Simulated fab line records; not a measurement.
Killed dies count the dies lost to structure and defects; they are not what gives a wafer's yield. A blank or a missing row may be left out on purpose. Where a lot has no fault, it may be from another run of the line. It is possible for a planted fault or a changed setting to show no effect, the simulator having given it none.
fab line records    flow nandHarc
record: lots: 11  wafers: 33  lastDay: 31
route steps=1302 shown P_M0@276 END@1302
lots that met no fault: taken from a fault-free run of the same line
startH: the number of hours between the record's first day and the start of the first shown wafer of the lot    waitH: hours elapsed since this lot's preceding step    " same as the row above    L1.1+2: several wafers, shown together as one row    - either no value or no given start    * or withheld: withheld    < > ~ a bound
route shown NAME@n: NAME is a module with steps in the file, n the number in the route of the first one    usual: mean and standard deviation over wafers with no fault    same: alike in all rows    chamber/n: place in a boat    sites: per-site readings    _std_site: standard deviation across them    _edge_site: mean of outer sites minus mean of inner sites    radiusMm: how far each site lies from the wafer's centre    mask NAME#n: copy n    behind: the last tool/chamber to shape the wafer    hold: why the lot went on hold/how many hours it stayed there/how the hold came to an end    device: the n, p or np transistor that did not switch    end of line: at the end of the route, the tests of the same wafers    for a step that has no rows: nothing shown but its recipe    killed: dies that structure and defects cost at the first sort, which is not the same as the wafer's yield    map: dies across one wafer; x = killed, . = not, _ = none there
set.NAME: the setting that was run; set.NAME@STEP: the one run at that earlier step    model.NAME: the simulator's own value behind a step, which no gauge read
the route's steps for a sample of lots (tables are steps, rows are wafers)
services: a tool's chamber out of use, with start hour (startH, from the record's first day; less than 0 if before it), hours out, and reason
== steps ==
step: NHARC_P_M0_ECD_22
recipe: targetThkA: 4000  bathTempC: 25  material: Cu
usual: bathHeatDutyPct: 6.0/0.6  bathTempC: 25.02/0.092
lot.wafer  tool      chamber  startH  waitH  bathHeatDutyPct  bathTempC
L209.1     ecdCu-01  1        145.65  -      6.1              25.03
L209.4     "         0        "       "      5.8              24.84
L209.3     "         1        "       "      7.2              25.05
L210.4     ecdCu-01  1        155.89  -      7.0              25.06
L210.3     "         0        "       "      6.4              25.07
L210.6     "         0        "       "      6.0              25.16
L212.1     ecdCu-01  1        172.09  -      6.6              25.00
L212.2     "         0        "       "      6.1              25.10
L212.4     "         1        "       "      5.3              25.05
L213.4     ecdCu-02  0        183.56  -      5.7              25.13
L213.6     "         0        "       "      6.1              25.12
L213.5     "         1        "       "      5.0              25.12
L216.2     ecdCu-01  0        212.48  -      5.3              24.92
L216.4     "         1        "       "      6.2              25.11
L216.3     "         0        "       "      5.2              24.94
L217.1     ecdCu-01  0        218.68  -      5.9              24.95
L217.3     "         0        "       "      6.0              25.05
L217.5     "         1        "       "      6.7              25.20
L219.3     ecdCu-01  1        237.77  -      7.1              24.97
L219.4     "         0        "       "      5.3              24.92
L219.5     "         1        "       "      6.3              25.01
L220.2     ecdCu-01  0        256.06  -      5.8              24.92
L220.4     "         0        "       "      6.4              24.94
L220.5     "         0        "       "      6.0              25.00
L222.2     ecdCu-02  1        270.32  -      -                -
L222.1     "         0        "       "      -                -
L222.3     "         1        "       "      -                -
L221.1     ecdCu-01  1        270.77  -      -                -
L221.4     "         0        "       "      -                -
L221.5     "         0        "       "      -                -
L224.3     ecdCu-01  1        291.77  -      7.1              25.08
L224.4     "         0        "       "      5.4              24.99
L224.6     "         1        "       "      5.8              25.11
step: NHARC_P_M0_ANNEAL_30
recipe: tempC: 225  timeS: 90
usual: annealTempCMax: 225.9/0.36  wafer_temp_C_max: 226.32/0.29
lot.wafer  tool          chamber  startH  waitH  annealTempCMax  wafer_temp_C_max
L209.1     rtpAnneal-02  0        145.99  0.3    225.8           226.99
L209.3     "             0        "       "      225.6           226.35
L209.4     "             0        "       "      225.4           226.19
L210.3     rtpAnneal-02  0        156.28  -      225.7           226.57
L210.4     "             0        "       "      225.7           226.30
L210.6     "             0        "       "      225.7           226.18
L212.1     rtpAnneal-01  0        172.46  -      226.1           226.02
L212.2     "             0        "       "      226.3           226.20
L212.4     "             0        "       "      226.4           226.00
L213.4     rtpAnneal-02  0        184.00  0.4    225.7           226.38
L213.5     "             0        "       "      226.2           226.84
L213.6     "             0        "       "      225.6           226.85
L216.2     rtpAnneal-01  0        212.86  -      226.3           226.08
L216.3     "             0        "       "      226.6           225.92
L216.4     "             0        "       "      225.9           226.28
L217.1     rtpAnneal-01  0        219.05  -      225.9           226.38
L217.3     "             0        "       "      225.9           225.69
L217.5     "             0        "       "      226.0           225.97
L219.3     rtpAnneal-02  0        238.15  0.3    225.4           226.03
L219.4     "             0        "       "      225.6           226.27
L219.5     "             0        "       "      225.6           226.55
L220.2     rtpAnneal-01  0        256.45  0.3    226.1           225.99
L220.4     "             0        "       "      226.2           226.08
L220.5     "             0        "       "      226.0           226.80
L222.1     rtpAnneal-01  0        270.70  0.3    226.2           226.12
L222.2     "             0        "       "      226.4           226.29
L222.3     "             0        "       "      226.2           225.83
L221.1     rtpAnneal-02  0        271.14  0.3    225.5           226.14
L221.4     "             0        "       "      225.3           226.42
L221.5     "             0        "       "      225.7           225.94
L224.3     rtpAnneal-01  0        292.16  0.3    226.6           225.84
L224.4     "             0        "       "      226.3           225.92
L224.6     "             0        "       "      226.5           226.13
step: NHARC_P_M0_CMP_23
recipe: tOverpolishS: 20  targetThkNm: 117.54
usual: motorCurrentA: 12.1/0.82  timeToEndpointS: 28.0/2
lot.wafer  tool    chamber  startH  waitH  motorCurrentA  timeToEndpointS
L209.1     cmp-04  1        146.36  -      12.4           26.8
L209.3     "       2        "       "      12.6           26.4
L209.4     "       3        "       "      11.7           29.6
L210.3     cmp-01  0        156.52  -      13.9           30.5
L210.4     "       2        "       "      13.4           29.7
L210.6     "       0        "       "      13.6           30.2
L212.4     cmp-02  0        172.81  -      12.6           26.4
L212.1     "       1        "       "      11.7           24.9
L212.2     "       2        "       "      11.5           25.8
L213.4     cmp-02  1        184.19  -      11.3           26.1
L213.5     "       1        "       "      11.0           24.8
L213.6     "       2        "       "      11.0           30.7
L216.3     cmp-04  0        213.15  -      12.4           26.4
L216.4     "       2        "       "      12.3           27.5
L216.2     "       3        "       "      11.2           29.0
L217.3     cmp-02  3        219.43  -      12.1           33.5
L217.1     "       1        "       "      11.3           31.7
L217.5     "       2        "       "      10.8           30.3
L219.3     cmp-02  0        238.43  -      12.8           28.6
L219.4     "       1        "       "      11.9           25.6
L219.5     "       3        "       "      11.1           30.6
L220.2     cmp-02  2        256.77  -      10.9           28.0
L220.4     "       0        "       "      12.9           29.9
L220.5     "       1        "       "      11.4           30.1
L222.1     cmp-04  1        271.04  -      11.9           0.2
L222.3     "       2        "       "      12.5           1.8
L222.2     "       3        "       "      11.4           3.9
L221.4     cmp-04  1        271.50  -      12.4           0.6
L221.1     "       0        "       "      11.7           1.0
L221.5     "       1        "       "      12.8           1.1
L224.4     cmp-01  1        292.40  -      14.4           27.4
L224.3     "       3        "       "      12.5           27.9
L224.6     "       1        "       "      13.7           28.5
step: NHARC_P_M0_THK_MEAS_24
recipe: thkMeasGauge: xrf
usual: thkNm: 117.1/1.4
lot.wafer  tool          chamber  startH  waitH  thkNm
L209.1     filmMetro-02  -        146.65  -      116.2
L209.3     "             -        "       "      119.1
L209.4     "             -        "       "      115.0
L210.3     filmMetro-01  -        156.84  -      118.7
L210.4     "             -        "       "      118.6
L210.6     "             -        "       "      116.8
L212.1     filmMetro-02  -        173.12  -      118.9
L212.2     "             -        "       "      117.7
L212.4     "             -        "       "      118.0
L213.4     filmMetro-02  -        184.50  -      115.4
L213.5     "             -        "       "      117.1
L213.6     "             -        "       "      117.8
L216.2     filmMetro-02  -        213.47  -      116.4
L216.3     "             -        "       "      118.1
L216.4     "             -        "       "      117.8
L217.1     filmMetro-01  -        219.72  -      117.7
L217.3     "             -        "       "      120.5
L217.5     "             -        "       "      114.9
L219.3     filmMetro-01  -        238.72  -      117.7
L219.4     "             -        "       "      117.0
L219.5     "             -        "       "      117.3
L220.2     filmMetro-01  -        257.06  -      116.7
L220.4     "             -        "       "      117.7
L220.5     "             -        "       "      118.2
L222.1     filmMetro-01  -        271.36  -      28.6
L222.2     "             -        "       "      28.4
L222.3     "             -        "       "      30.9
L221.1     filmMetro-01  -        271.82  -      26.8
L221.4     "             -        "       "      29.3
L221.5     "             -        "       "      29.4
L224.3     filmMetro-01  -        292.71  -      117.9
L224.4     "             -        "       "      117.7
L224.6     "             -        "       "      117.4
step: NHARC_P_M0_INSPECT_27
usual: rawDefectCount: 336/120
lot.wafer  tool              chamber  startH  waitH  rawDefectCount
L209.1     defectInspect-01  -        146.81  0.0    234
L209.3     "                 -        "       "      333
L209.4     "                 -        "       "      506
L210.3     defectInspect-01  -        157.00  0.0    320
L210.4     "                 -        "       "      323
L210.6     "                 -        "       "      394
L212.1     defectInspect-01  -        173.28  0.0    159
L212.2     "                 -        "       "      254
L212.4     "                 -        "       "      368
L213.4     defectInspect-02  -        184.66  0.0    339
L213.5     "                 -        "       "      426
L213.6     "                 -        "       "      380
L216.2     defectInspect-02  -        213.62  0.0    218
L216.3     "                 -        "       "      236
L216.4     "                 -        "       "      307
L217.1     defectInspect-02  -        219.87  0.0    404
L217.3     "                 -        "       "      253
L217.5     "                 -        "       "      391
L219.3     defectInspect-01  -        238.87  0.0    348
L219.4     "                 -        "       "      335
L219.5     "                 -        "       "      240
L220.2     defectInspect-02  -        257.21  0.0    188
L220.4     "                 -        "       "      131
L220.5     "                 -        "       "      130
L222.1     defectInspect-01  -        271.51  0.0    250
L222.2     "                 -        "       "      290
L222.3     "                 -        "       "      265
L221.1     defectInspect-02  -        271.97  0.0    468
L221.4     "                 -        "       "      252
L221.5     "                 -        "       "      313
L224.3     defectInspect-02  -        292.87  0.0    320
L224.4     "                 -        "       "      635
L224.6     "                 -        "       "      436
step: NHARC_P_M0_PRE_CLEAN_31
recipe: timeS: 12  tempC: 370  rfPowerW: 300  gas: NH3
usual: heaterPowerOuterW: 382/45  heaterPowerW: 650/81  susceptorTempC: 369.98/0.2
lot.wafer  tool      chamber  startH  waitH  heaterPowerOuterW  heaterPowerW  susceptorTempC
L209.1     pecvd-03  0        146.87  0.1    443                654           370.16
L209.3     "         2        "       "      337                582           369.73
L209.4     "         1        "       "      414                696           369.77
L210.3     pecvd-03  2        157.09  0.1    330                552           369.82
L210.6     "         0        "       "      375                582           369.71
L210.4     "         2        "       "      323                553           370.08
L212.2     pecvd-04  2        173.36  0.1    428                745           370.12
L212.1     "         0        "       "      450                784           370.00
L212.4     "         0        "       "      443                787           369.95
L213.4     pecvd-03  0        184.78  0.1    339                567           370.07
L213.6     "         1        "       "      396                648           369.84
L213.5     "         0        "       "      336                541           369.84
L216.3     pecvd-03  2        213.70  0.1    306                545           369.78
L216.2     "         0        "       "      336                558           369.75
L216.4     "         2        "       "      309                540           369.92
L217.1     pecvd-03  0        219.94  0.1    388                615           370.15
L217.3     "         1        "       "      336                559           369.98
L217.5     "         2        "       "      330                553           369.97
L219.3     pecvd-04  1        238.97  0.1    339                636           370.19
L219.4     "         2        "       "      380                675           369.98
L219.5     "         0        "       "      445                756           369.79
L220.2     pecvd-02  0        257.30  0.1    471                819           370.18
L220.4     "         1        "       "      331                556           369.95
L220.5     "         0        "       "      471                827           369.65
L222.3     pecvd-02  1        271.58  0.1    323                567           370.28
L222.1     "         2        "       "      390                674           370.11
L222.2     "         0        "       "      488                839           369.78
L221.1     pecvd-02  2        272.05  0.1    434                718           370.27
L221.5     "         2        "       "      428                718           369.89
L221.4     "         0        "       "      390                722           370.13
L224.3     pecvd-02  1        292.95  0.1    379                637           370.37
L224.4     "         0        "       "      391                723           369.93
L224.6     "         2        "       "      403                685           369.74
step: NHARC_END_SORT_01
recipe: tempC: 25
usual: defectLimitedYield: 92.9/2.4  killedAtArray: 44/16  killedAtOther: 0.6/1.1  killedAtPeriphery: 3.9/2.6  killedDies: 48/16  killedOpen: 3.1/1.9  killedShort: 2.4/1.8  sort_bin_2_pct: 2.6/1  sort_bin_3_pct: 0.6/0.39  sort_bin_4_pct: 4.0/1.4  sortNPass: 629/16  sortRimYieldPct: 89/4.3  sortYieldPct: 92.9/2.4
same: grossDies: 677  sort_bin_5_pct[%]: 0  sort_bin_6_pct[%]: 0  sort_bin_7_pct[%]: 0  sort_bin_8_pct[%]: 0  sortRimNGross: 106.00
lot.wafer  tool       chamber  startH  waitH  defectLimitedYield[%]  killedAtArray  killedAtOther  killedAtPeriphery  killedDies  killedOpen  killedShort  sort_bin_2_pct[%]  sort_bin_3_pct[%]  sort_bin_4_pct[%]  sortNPass  sortRimYieldPct[%]  sortYieldPct[%]
L220.5     prober-01  0        698.34  3.7    93.5                   40             0              4                  44          1           4            3.0                0.9                2.7                633        91                  93.5
L222.1     prober-01  0        704.10  2.5    0                      32             1              644                677         3           2            96.3               0.3                3.4                0          0                   0
L222.2     prober-01  0        704.90  2.8    0                      36             0              641                677         2           1            95.6               0.4                4.0                0          0                   0
L222.3     prober-01  0        705.71  3.1    0                      25             0              652                677         0           0            97.2               0.4                2.4                0          0                   0
L221.1     prober-02  0        704.12  2.5    0                      60             1              616                677         3           3            94.2               1.0                4.7                0          0                   0
L221.4     prober-02  0        706.53  3.4    0                      73             1              603                677         4           1            92.6               1.0                6.4                0          0                   0
L221.5     prober-02  0        707.33  3.7    0                      58             0              619                677         2           3            95.6               0.7                3.7                0          0                   0
killed by level:class
L220.5 A_SLIT:chamberFilmFlake=21 A_CONTACT:chamberFilmFlake=5 A_CHANNEL_HOLE_D1:chamberFilmFlake=4 A_CHANNEL_FILL_D2:chamberFilmFlake=3 A_WL_FILL:chamberFilmFlake=2 P_CONTACT:geometricParticle:short=1 A_ONON_D1:geometricParticle:short=1 A_WL_FILL:geometricParticle:short=1
L222.1 P_M0:areaEcd=636 A_SLIT:chamberFilmFlake=18 A_CHANNEL_HOLE_D1:chamberFilmFlake=6 P_CONTACT:chamberFilmFlake=4 A_M0:geometricParticle:open=2 A_CONTACT:chamberFilmFlake=2 P_CONTACT:geometricParticle:open=1 P_M1:geometricParticle:short=1
L221.1 P_M0:areaEcd=613 A_CHANNEL_HOLE_D1:chamberFilmFlake=31 A_SLIT:chamberFilmFlake=12 A_CHANNEL_HOLE_D2:chamberFilmFlake=7 A_CONTACT:chamberFilmFlake=4 P_GATE:chamberFilmFlake=2 A_CHANNEL_HOLE_D1:geometricParticle:open=1 A_CHANNEL_FILL_D1:geometricParticle:short=1
L222.2 P_M0:areaEcd=635 A_SLIT:chamberFilmFlake=22 P_CONTACT:chamberFilmFlake=6 A_CHANNEL_HOLE_D1:chamberFilmFlake=4 A_CONTACT:chamberFilmFlake=3 A_STAIRCASE:chamberFilmFlake=2 A_SOURCE_PLATE:geometricParticle:open=1 A_ONON_D2:geometricParticle:short=1
L222.3 P_M0:areaEcd=649 A_SLIT:chamberFilmFlake=13 A_CHANNEL_FILL_D2:chamberFilmFlake=4 A_CHANNEL_HOLE_D1:chamberFilmFlake=3 A_DECK1_JOINT:chamberFilmFlake=2 P_CONTACT:chamberFilmFlake=2 P_STI:chamberFilmFlake=1 A_ZERO_WELL:chamberFilmFlake=1
L221.4 P_M0:areaEcd=599 A_CHANNEL_HOLE_D1:chamberFilmFlake=37 A_SLIT:chamberFilmFlake=20 A_CHANNEL_HOLE_D2:chamberFilmFlake=7 A_CONTACT:chamberFilmFlake=3 P_GATE:chamberFilmFlake=2 A_WL_FILL:chamberFilmFlake=2 P_CONTACT:geometricParticle:open=1
L221.5 P_M0:areaEcd=615 A_CHANNEL_HOLE_D1:chamberFilmFlake=23 A_SLIT:chamberFilmFlake=22 A_CHANNEL_HOLE_D2:chamberFilmFlake=5 A_CONTACT:chamberFilmFlake=4 P_GATE:chamberFilmFlake=2 P_CONTACT:geometricParticle:open=1 P_CONTACT:geometricParticle:short=1
== services ==
tool      chamber  startH  hours  kind
pecvd-02  -        130.30  1.1    repair
cmp-02    -        134.58  4.0    pm
cmp-02    -        138.58  -      consumableReplace:conditioner
cmp-02    -        138.58  -      consumableReplace:pad
cmp-01    -        139.28  0.6    repair
ecdCu-02  -        144.02  12.5   repair
ecdCu-01  -        160.00  8.0    pm
cmp-02    -        167.05  5.6    repair
pecvd-02  -        172.42  13.8   repair
pecvd-03  2        182.11  6.1    repair
cmp-01    -        185.50  4.0    pm
pecvd-03  -        186.02  13.0   pm
pecvd-03  0        186.02  13.0   ventCycle
cmp-04    -        190.06  0.3    repair
cmp-04    -        209.00  4.0    pm
pecvd-02  -        227.09  13.0   pm
cmp-02    -        232.58  4.0    pm
ecdCu-02  -        244.28  8.0    pm
cmp-01    -        258.31  0.2    repair
pecvd-04  -        269.49  13.0   pm
cmp-04    -        277.64  1.3    repair
cmp-01    -        277.72  3.9    repair
cmp-02    -        281.78  1.0    repair
cmp-01    -        283.50  4.0    pm
== key ==
firstSign: step: NHARC_P_M0_ECD_22  reading: toolRecord  direction: missing
effect: step: NHARC_P_M0_CMP_23  reading: timeToEndpointS  direction: down  sigmas: 13  usual: *  struck: *
effect: step: NHARC_P_M0_THK_MEAS_24  reading: thkNm  direction: down  sigmas: 61  usual: 117.1  struck: 28.9
effect: step: NHARC_END_SORT_01  reading: killedAtPeriphery  direction: up  sigmas: 99+  usual: 3.9  struck: 629.2
moreKillsBornAt: NHARC_P_M0_ECD_22@ecdCu-02: 1920  NHARC_P_M0_ECD_22@ecdCu-01: 1827
metAt NHARC_P_M0_ECD_22
struckLots L221,L222
laterRowsLeftOut L221.1,L221.4,L221.5,L222.1,L222.2,L222.3
notActingAt NHARC_P_M0_ANNEAL_30,NHARC_P_M0_INSPECT_27,NHARC_P_M0_PRE_CLEAN_31
onsetBetween 256.06 270.32
fault: kind: skippedStepWhole  tool: ecdCu-01,ecdCu-02  chamber: -  onsetH: 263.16  steps: NHARC_P_M0_ECD_22  scope: struckLotsOnly
laterRowsLeftOut: the simulator's readings of these wafers behind a module that went badly wrong aren't trusted and aren't shown, but for the sort
